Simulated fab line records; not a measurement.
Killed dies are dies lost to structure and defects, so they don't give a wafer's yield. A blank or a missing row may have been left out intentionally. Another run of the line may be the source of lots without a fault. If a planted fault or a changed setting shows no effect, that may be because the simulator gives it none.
fab line records | flow n5_finfet | part 2 of 2: steps 25 to 37 of 37
[record] lots = 5 | wafers = 15 | last_day = 15
route steps=1938 shown BEOL_M11@1594 BEOL_M12@1602
lots untouched by any fault: they come from a run of this same line in which no faults occurred
start_h: start of the lot's first displayed wafer, in hours after the record's first day | wait_h: hours since the lot's step before | " identical to the entry in the row above | L1.1+2: several wafers, shown together as one row | - either no value or no given start | * or withheld: withheld | < > ~ a bound
route shown NAME@n: names a module that has steps shown in the file, with the first one's number in the route | usual: mean and standard deviation over wafers with no fault | same: alike in all rows | chamber/n: place in a boat | sites: readings site by site | _std_site: their standard deviation | _edge_site: inner sites' mean taken away from outer sites' mean | radius_mm: for every site, how far away it sits from the centre of the wafer | mask NAME#n: copy n | behind: tool/chamber where the wafer was last shaped | hold: cause of the lot's hold/its duration in hours/its outcome | device: the n, p or np transistor that did not switch | end of line: tests of these same wafers at the route's end | for a step that has no rows: nothing shown but its recipe | killed: not the wafer's yield, but the dies lost to structure and defects at the first sort | map: a wafer's dies, x killed, . not, _ none there
set.NAME: the setting as run; set.NAME@STEP: as run at that earlier step | model.NAME: the simulator's own value behind a step, which no gauge read
lots at some steps of the route; a table a step, a row a wafer
services: the hour from which a tool's chamber was out of use, counted from the record's first day as start_h (under 0 if before that day), plus the number of hours and why
[[steps]]
[step N5_BEOL_M12_STRIP_63]
[recipe] chemistry = N2/H2 | power_w = 1000 | temp_c = 250 | h2_frac = 0.65 | overash_fraction = 0.3 | pressure_mtorr = 1000 | n2_flow_sccm = 1750 | h2_flow_sccm = 3250
[usual] drypump_motor_current_A = 6.2/0.44 | heater_power_w = 352/26 | oes_product_au = 0.693/0.0039 | strip_time_to_endpoint_s = 42.0/0.8 | temp_c = 250.01/0.19
lot.wafer | tool            | chamber | start_h | wait_h | drypump_motor_current_A | heater_power_w | oes_product_au | rf_hours_counter_h | strip_time_to_endpoint_s | temp_c
L080.2    | plasma_asher-02 | 0       | 247.90  | -      | 6.3                     | 335            | 0.693          | 134                | 42.5                     | 249.83
L080.3    | "               | 1       | "       | "      | 5.4                     | 326            | 0.695          | -                  | 42.2                     | 249.74
L080.6    | "               | 1       | "       | "      | 5.4                     | 329            | 0.695          | -                  | 41.4                     | 249.63
L084.1    | plasma_asher-02 | 0       | 272.61  | -      | 6.3                     | 338            | 0.690          | 140                | 43.5                     | 249.69
L084.2    | "               | 1       | "       | "      | 5.4                     | 325            | 0.690          | 140                | 42.0                     | 250.10
L084.6    | "               | 0       | "       | "      | 6.2                     | 342            | 0.683          | -                  | 40.5                     | 249.83
L085.1    | plasma_asher-02 | 0       | 282.52  | -      | 6.3                     | 334            | 0.691          | 141                | 41.9                     | 249.97
L085.4    | "               | 0       | "       | "      | 6.2                     | 334            | 0.690          | -                  | 42.3                     | 250.23
L085.5    | "               | 0       | "       | "      | 6.2                     | 337            | 0.694          | -                  | 40.5                     | 250.11
L087.1    | plasma_asher-01 | 0       | 294.31  | -      | 6.3                     | 389            | 0.693          | 76                 | 43.5                     | 250.06
L087.4    | "               | 0       | "       | "      | 6.3                     | 384            | 0.696          | -                  | 41.7                     | 250.43
L087.5    | "               | 0       | "       | "      | 6.3                     | 379            | 0.693          | -                  | 42.0                     | 250.24
L094.1    | plasma_asher-01 | 1       | 326.56  | -      | 6.6                     | 337            | 0.694          | 83                 | 42.8                     | 250.13
L094.4    | "               | 1       | "       | "      | 6.6                     | 357            | 0.689          | -                  | 40.5                     | 250.13
L094.6    | "               | 0       | "       | "      | 6.2                     | 392            | 0.687          | -                  | 41.5                     | 249.85
[step N5_BEOL_M12_STRIP_64]
[recipe] chemistry = N2/H2 | power_w = 1000 | temp_c = 250 | h2_frac = 0.65 | overash_fraction = 0.3 | pressure_mtorr = withheld | n2_flow_sccm = 1750 | h2_flow_sccm = 3250
[usual] drypump_motor_current_A = 6.2/0.44 | heater_power_w = 351/26 | oes_product_au = 0.715/0.0044 | strip_time_to_endpoint_s = 31.31/0.078 | temp_c = 249.99/0.19
lot.wafer | tool            | chamber | start_h | wait_h | drypump_motor_current_A | heater_power_w | oes_product_au | rf_hours_counter_h | strip_time_to_endpoint_s | temp_c
L080.2    | plasma_asher-02 | 0       | 247.96  | 0.0    | 6.2                     | 339            | 0.712          | 134                | 31.21                    | 250.12
L080.3    | "               | 1       | "       | "      | 5.4                     | 320            | 0.720          | -                  | 31.18                    | 250.22
L080.6    | "               | 1       | "       | "      | 5.4                     | 324            | 0.712          | -                  | 31.16                    | 249.82
L084.1    | plasma_asher-02 | 0       | 272.67  | 0.0    | 6.2                     | 326            | 0.713          | 140                | 31.35                    | 250.18
L084.2    | "               | 1       | "       | "      | 5.4                     | 327            | 0.714          | 140                | 31.29                    | 250.17
L084.6    | "               | 0       | "       | "      | 6.2                     | 336            | 0.711          | -                  | 31.41                    | 250.24
L085.1    | plasma_asher-02 | 0       | 282.58  | 0.0    | 6.3                     | 331            | 0.715          | 141                | 31.27                    | 249.80
L085.4    | "               | 0       | "       | "      | 6.3                     | 337            | 0.714          | -                  | 31.30                    | 250.07
L085.5    | "               | 0       | "       | "      | 6.3                     | 331            | 0.721          | -                  | 31.47                    | 250.22
L087.1    | plasma_asher-01 | 0       | 294.37  | 0.0    | 6.3                     | 398            | 0.717          | 76                 | 31.25                    | 249.77
L087.4    | "               | 0       | "       | "      | 6.3                     | 390            | 0.712          | -                  | 31.33                    | 249.66
L087.5    | "               | 0       | "       | "      | 6.3                     | 380            | 0.717          | -                  | 31.22                    | 249.78
L094.1    | plasma_asher-01 | 1       | 326.62  | 0.0    | 6.6                     | 348            | 0.719          | 83                 | 31.27                    | 250.01
L094.4    | "               | 1       | "       | "      | 6.6                     | 347            | 0.714          | -                  | 31.18                    | 250.01
L094.6    | "               | 0       | "       | "      | 6.3                     | 387            | 0.720          | -                  | 31.26                    | 250.24
[step N5_BEOL_M12_STRIP_71]
[recipe] chemistry = post_etch_residue_remover | time_s = 60 | temp_c = 25 | remover_ph = withheld | remover_water_wt_pct = withheld | remover_fluoride_wt_pct = withheld
[usual] temp_c = 24.99/0.1
lot.wafer | tool         | chamber | start_h | wait_h | temp_c
L080.2    | wet_bench-03 | 7       | 248.06  | 0.1    | 25.11
L080.3    | "            | 4       | "       | "      | 24.93
L080.6    | "            | 6       | "       | "      | 25.07
L084.1    | wet_bench-06 | 3       | 272.77  | 0.1    | 24.93
L084.2    | "            | 2       | "       | "      | 25.11
L084.6    | "            | 4       | "       | "      | 24.92
L085.1    | wet_bench-03 | 1       | 282.67  | 0.1    | 24.98
L085.4    | "            | 0       | "       | "      | 24.93
L085.5    | "            | 2       | "       | "      | 24.91
L087.1    | wet_bench-02 | 6       | 294.46  | 0.1    | 25.05
L087.4    | "            | 5       | "       | "      | 24.90
L087.5    | "            | 1       | "       | "      | 25.14
L094.1    | wet_bench-03 | 1       | 326.71  | 0.1    | 24.86
L094.4    | "            | 4       | "       | "      | 25.10
L094.6    | "            | 0       | "       | "      | 24.99
[step N5_BEOL_M12_SRD_72]
[recipe] time_s = 30 | temp_c = 23 | rinse_liquid = diw | dry = n2_spin | spin_rpm = 1500 | dry_time_s = 30
[usual] spin_rpm = 1500.0/0.81 | temp_c = 23.00/0.12
lot.wafer | tool         | chamber | start_h | wait_h | spin_rpm | temp_c
L080.2    | wet_bench-03 | 7       | 248.08  | 0.0    | 1499.6   | 22.95
L080.3    | "            | 4       | "       | "      | 1500.2   | 22.99
L080.6    | "            | 6       | "       | "      | 1498.7   | 23.20
L084.1    | wet_bench-06 | 3       | 272.79  | 0.0    | 1500.1   | 23.19
L084.2    | "            | 2       | "       | "      | 1501.0   | 23.03
L084.6    | "            | 4       | "       | "      | 1499.3   | 22.96
L085.1    | wet_bench-03 | 1       | 282.69  | 0.0    | 1497.4   | 23.14
L085.4    | "            | 0       | "       | "      | 1499.8   | 23.06
L085.5    | "            | 2       | "       | "      | 1500.5   | 23.12
L087.1    | wet_bench-02 | 6       | 294.48  | 0.0    | 1502.2   | 23.29
L087.4    | "            | 5       | "       | "      | 1499.8   | 23.02
L087.5    | "            | 1       | "       | "      | 1499.6   | 22.88
L094.1    | wet_bench-03 | 1       | 326.73  | 0.0    | 1499.8   | 22.97
L094.4    | "            | 4       | "       | "      | 1500.0   | 22.83
L094.6    | "            | 0       | "       | "      | 1500.6   | 23.20
[step N5_BEOL_M12_CD_MEAS_17]
[recipe] target_cd_nm = 140 | polarity = opening
[usual] cd_nm = 141.8/1.8
lot.wafer | tool      | chamber | start_h | wait_h | cd_nm
L080.2    | cd_sem-01 | -       | 248.12  | 0.0    | 138.5
L080.3    | "         | -       | "       | "      | 140.6
L080.6    | "         | -       | "       | "      | 142.2
L084.1    | cd_sem-02 | -       | 272.83  | 0.0    | 140.5
L084.2    | "         | -       | "       | "      | 142.4
L084.6    | "         | -       | "       | "      | 142.7
L085.1    | cd_sem-03 | -       | 282.73  | 0.0    | 142.7
L085.4    | "         | -       | "       | "      | 143.5
L085.5    | "         | -       | "       | "      | 144.9
L087.1    | cd_sem-01 | -       | 294.52  | 0.0    | 145.2
L087.4    | "         | -       | "       | "      | 142.8
L087.5    | "         | -       | "       | "      | 145.4
L094.1    | cd_sem-03 | -       | 326.77  | 0.0    | 139.6
L094.4    | "         | -       | "       | "      | 141.4
L094.6    | "         | -       | "       | "      | 140.7
[step N5_BEOL_M12_COAT_65]
[recipe] resist = SOC | temp_c = 250 | time_s = 60 | spin_rpm = 1500 | resist_thk_nm = 300
lot.wafer  | tool           | chamber | start_h | wait_h
L080.2+3+6 | litho_track-02 | 0       | 248.15  | 0.0
L084.1+2+6 | litho_track-03 | 0       | 272.87  | 0.0
L085.1+4+5 | litho_track-02 | 0       | 282.76  | 0.0
L087.1+4+5 | litho_track-03 | 0       | 294.55  | 0.0
L094.1+4+6 | litho_track-02 | 0       | 326.81  | 0.0
[step N5_BEOL_M12_COAT_66]
[recipe] resist = SiARC | temp_c = 220 | time_s = 60 | spin_rpm = 1500 | resist_thk_nm = 110
lot.wafer  | tool           | chamber | start_h | wait_h
L080.2+3+6 | litho_track-02 | 0       | -       | -
L084.1+2+6 | litho_track-03 | 0       | -       | -
L085.1+4+5 | litho_track-02 | 0       | -       | -
L087.1+4+5 | litho_track-03 | 0       | -       | -
L094.1+4+6 | litho_track-02 | 0       | -       | -
[step N5_BEOL_M12_COAT_22]
[recipe] spin_rpm = 2888 | resist_thk_nm = 300
lot.wafer  | tool           | chamber | start_h | wait_h
L080.2+3+6 | litho_track-02 | 0       | -       | -
L084.1+2+6 | litho_track-03 | 0       | -       | -
L085.1+4+5 | litho_track-02 | 0       | -       | -
L087.1+4+5 | litho_track-03 | 0       | -       | -
L094.1+4+6 | litho_track-02 | 0       | -       | -
[step N5_BEOL_M12_EBR_24]
[recipe] solvent = PGMEA | ebr_width_mm = 1.5
lot.wafer  | tool           | chamber | start_h | wait_h
L080.2+3+6 | litho_track-02 | 0       | -       | -
L084.1+2+6 | litho_track-03 | 0       | -       | -
L085.1+4+5 | litho_track-02 | 0       | -       | -
L087.1+4+5 | litho_track-03 | 0       | -       | -
L094.1+4+6 | litho_track-02 | 0       | -       | -
[step N5_BEOL_M12_SOFTBAKE_23]
[recipe] temp_c = 130 | time_s = 60
lot.wafer  | tool           | chamber | start_h | wait_h
L080.2+3+6 | litho_track-02 | 0       | -       | -
L084.1+2+6 | litho_track-03 | 0       | -       | -
L085.1+4+5 | litho_track-02 | 0       | -       | -
L087.1+4+5 | litho_track-03 | 0       | -       | -
L094.1+4+6 | litho_track-02 | 0       | -       | -
[step N5_BEOL_M12_EXPOSE_25]
[recipe] mask_id = M12 | na = 0.93 | source_shape = conventional | sigma_outer = 0.4 | polarization = unpolarized | dose_mj = 21.8
lot.wafer  | tool           | chamber | start_h | wait_h | mask
L080.2+3+6 | krf_scanner-02 | 0       | 248.28  | -      | M12#0
L084.1+2+6 | krf_scanner-01 | 0       | 272.98  | -      | M12#0
L085.1+4+5 | krf_scanner-01 | 0       | 282.88  | -      | M12#0
L087.1+4+5 | krf_scanner-01 | 0       | 294.80  | -      | M12#0
L094.1+4+6 | krf_scanner-02 | 0       | 327.05  | -      | M12#0
[step N5_BEOL_M12_PEB_26]
[recipe] peb_temp_c = 130 | peb_time_s = 90
lot.wafer  | tool           | chamber | start_h | wait_h
L080.2+3+6 | litho_track-03 | 0       | 248.33  | 0.0
L084.1+2+6 | litho_track-03 | 0       | 273.04  | 0.1
L085.1+4+5 | litho_track-01 | 0       | 282.94  | 0.1
L087.1+4+5 | litho_track-02 | 0       | 294.85  | 0.1
L094.1+4+6 | litho_track-02 | 0       | 327.11  | 0.1
[step N5_BEOL_M12_DEVELOP_27]
[recipe] develop_time_s = 45 | rinse_liquid = diw | dry = air_spin | dev_temp_c = 21
lot.wafer  | tool           | chamber | start_h | wait_h
L080.2+3+6 | litho_track-03 | 0       | -       | -
L084.1+2+6 | litho_track-03 | 0       | -       | -
L085.1+4+5 | litho_track-01 | 0       | -       | -
L087.1+4+5 | litho_track-02 | 0       | -       | -
L094.1+4+6 | litho_track-02 | 0       | -       | -
[[services]]
tool           | chamber | start_h | hours | kind
rie_diel-06    | -       | 224.00  | 4.3   | pm
cmp-03         | -       | 228.10  | 0.5   | repair
krf_scanner-02 | -       | 230.84  | 0.8   | pm
cmp-02         | -       | 237.54  | 0.3   | repair
pecvd-04       | -       | 238.23  | 0.5   | repair
krf_scanner-02 | -       | 238.52  | 0.2   | repair
cmp-01         | -       | 246.07  | 4.0   | pm
cmp-03         | -       | 247.22  | 0.9   | repair
pecvd-02       | -       | 250.62  | 2.8   | pm
pecvd-04       | 0       | 251.52  | 12.3  | repair
ecd_cu-01      | -       | 255.51  | 0.9   | repair
krf_scanner-02 | -       | 258.13  | 11.6  | pm
wet_bench-03   | -       | 260.92  | 1.9   | repair
pecvd-03       | -       | 271.33  | 1.2   | repair
rie_diel-04    | -       | 279.19  | 1.3   | repair
rie_diel-04    | 2       | 280.55  | 4.1   | repair
krf_scanner-01 | -       | 280.58  | 0.8   | pm
krf_scanner-01 | -       | 302.66  | 1.0   | pm
krf_scanner-01 | -       | 305.96  | 0.7   | repair
pecvd-01       | -       | 306.51  | 1.0   | repair
rie_diel-06    | -       | 319.94  | 0.8   | repair
krf_scanner-02 | -       | 321.41  | 4.4   | pm
pecvd-04       | -       | 323.14  | 1.8   | repair
krf_scanner-01 | -       | 325.78  | 1.3   | pm
